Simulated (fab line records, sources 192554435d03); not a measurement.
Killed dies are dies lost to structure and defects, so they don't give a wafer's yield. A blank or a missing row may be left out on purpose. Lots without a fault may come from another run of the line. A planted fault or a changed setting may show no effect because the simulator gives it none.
A struck lot beside a sound one | flow n5_finfet | 37 steps out of a route of 1938
Sound: wafers L366.2, L366.3, L366.4. Struck: wafers L359.2, L359.4, L359.5. The cause comes at the end.
At each step with rows: each side's tool, then ch and its chambers, then its first start. Under that, the readings that differ: sound wafers | struck wafers | difference of the means | sigmas: that difference in standard deviations of wafers without a fault.
alike: readings whose means differ by less than 2 such deviations, and words and numbers that are the same on both sides. not compared: withheld readings, readings that some wafer has no value for, bounds like >300 that may hide the same value, and numbers for which the record gives no deviation and whose values overlap.
The two part at a step that has a row with sigmas, a row that says differs or no value, or rows on one side only. Numbers that don't overlap but have no deviation are shown without sigmas and don't part them. A reading that every wafer of one side lacks parts them only if that side has two wafers or more.

first, 9 steps without rows for these wafers: N5_BEOL_M4_ANNEAL_95 (time 240 s); N5_BEOL_M4_SPUTTER_96 (material Cu, target thk 4.5 nm, time 8.29 s); N5_BEOL_M4_ECD_50 (material Cu, target thk 300 nm); N5_BEOL_M4_ANNEAL_51 (time 90 s); N5_BEOL_M4_CMP_52 (polishes, stops on SiOC, t overpolish 6.8 s, target thk 40 nm); N5_BEOL_M4_PRE_CLEAN_60 (time 15 s); N5_BEOL_M4_CO_CAP_55 (material Co, precursor CCTBA/H2, target thk 2 nm, time 102.1 s); N5_BEOL_M4_PRE_CLEAN_56 (time 15 s); N5_BEOL_M4_DEP_57 (deposits SiCN from 3MS/NH3, target thk 8 nm, time 14 s).
N5_BEOL_M4_RC_MEAS_101:
  sound on prober-02 ch 0, day 12 23:08; struck on prober-01 ch 0, day 11 10:16
  reading   | sound                | struck               | difference | sigmas
  VT_P (mV) | -252.0 -250.0 -258.8 | -247.1 -247.1 -248.3 | +6.1       | +2
  alike: DIBL_N, DIBL_P, IOFF_N, IOFF_P, ION_N, ION_P, SS_N, SS_P, VT_N
then, 24 steps without rows for these wafers: N5_BEOL_M5_ILD_DEP_00 (deposits SiCOH lowk from DEMS/porogen, target thk 140.64 nm, time 25.9 s); N5_BEOL_M5_CURE_79 (cures SiCOH lowk, time 240 s); N5_BEOL_M5_PECVD_70 (deposits SiO2 from TEOS/O2, target thk 16 nm, time 18 s); N5_BEOL_M5_HM_DEP_02 (deposits TiN, target thk 20 nm); N5_BEOL_M5_COAT_59 (time 60 s, resist thk 60 nm); N5_BEOL_M5_COAT_60 (time 60 s, resist thk 12 nm); N5_BEOL_M5_COAT_71 (time 60 s, resist thk 5 nm); N5_BEOL_M5_COAT_05 (resist thk 30 nm); N5_BEOL_M5_EBR_07; N5_BEOL_M5_SOFTBAKE_06 (time 60 s); N5_BEOL_M5_EXPOSE_08 (exposes mask M5, target cd 28 nm); N5_BEOL_M5_PEB_09 (peb time 60 s); N5_BEOL_M5_DEVELOP_10 (develop time 30 s); N5_BEOL_M5_DESCUM_16 (chemistry O2, time 7 s); N5_BEOL_M5_ETCH_72 (etches underlayer in N2/H2, target depth 6.5 nm, time 5.2 s); N5_BEOL_M5_ETCH_61 (etches SiARC in CF4, target depth 15.6 nm, time 26 s); N5_BEOL_M5_ETCH_62 (etches SOC in N2/H2, target depth 75 nm, overetch 15 nm, time 112.5 s); N5_BEOL_M5_STRIP_63 (strips in N2/H2); N5_BEOL_M5_STRIP_73 (strips in N2/H2); N5_BEOL_M5_STRIP_64 (strips in CF4); N5_BEOL_M5_HM_OPEN_17 (chemistry Cl2/BCl3, target TiN, target depth 20 nm, overetch 6 nm); N5_BEOL_M5_STRIP_19 (strips in O2); N5_BEOL_M5_COAT_65 (time 60 s, resist thk 60 nm); N5_BEOL_M5_COAT_66 (time 60 s, resist thk 12 nm).
N5_BEOL_M6_SPUTTER_48: material Cu, target thk 10 nm, time 1.667 s.
  sound on pvd_sputter-01, day 13 21:14; struck on pvd_sputter-03, day 12 04:26
  no value came back on the struck wafers for bias_v (V), cathode_dc_power_W (W), throttle_valve_pct (%), time_s (s); on the sound wafers bias_v (V) reads 60.0 59.7 60.1
N5_BEOL_M6_CMP_52: polishes, stops on SiCOH lowk, t overpolish 6.9 s, target thk 80 nm.
  sound on cmp-01 ch 1,2,3, day 13 22:28; struck on cmp-03 ch 0,2, day 12 05:50
  reading                | sound          | struck      | difference | sigmas
  time_to_endpoint_s (s) | 58.6 58.6 62.0 | 0.9 0.6 1.1 | -58.9      | -24
  alike: edge_zone_pressure_frac, motor_current_A, slurry_filter_dp_kPa
-- the record jumps here: 3 days lie between the struck wafers' starts before and after (it left off in module BEOL_M6 and takes up again in module PASSIVATION, whose first step shown is number 1936 of the route) --
N5_PASSIVATION_PROBE_49:
  the record has rows for the struck wafers here (prober-02, day 15 17:10) and none for the sound ones

WHERE THEY PART
First at N5_BEOL_M4_RC_MEAS_101; last, within this record, at N5_PASSIVATION_PROBE_49.

WHY: what the simulator had put in
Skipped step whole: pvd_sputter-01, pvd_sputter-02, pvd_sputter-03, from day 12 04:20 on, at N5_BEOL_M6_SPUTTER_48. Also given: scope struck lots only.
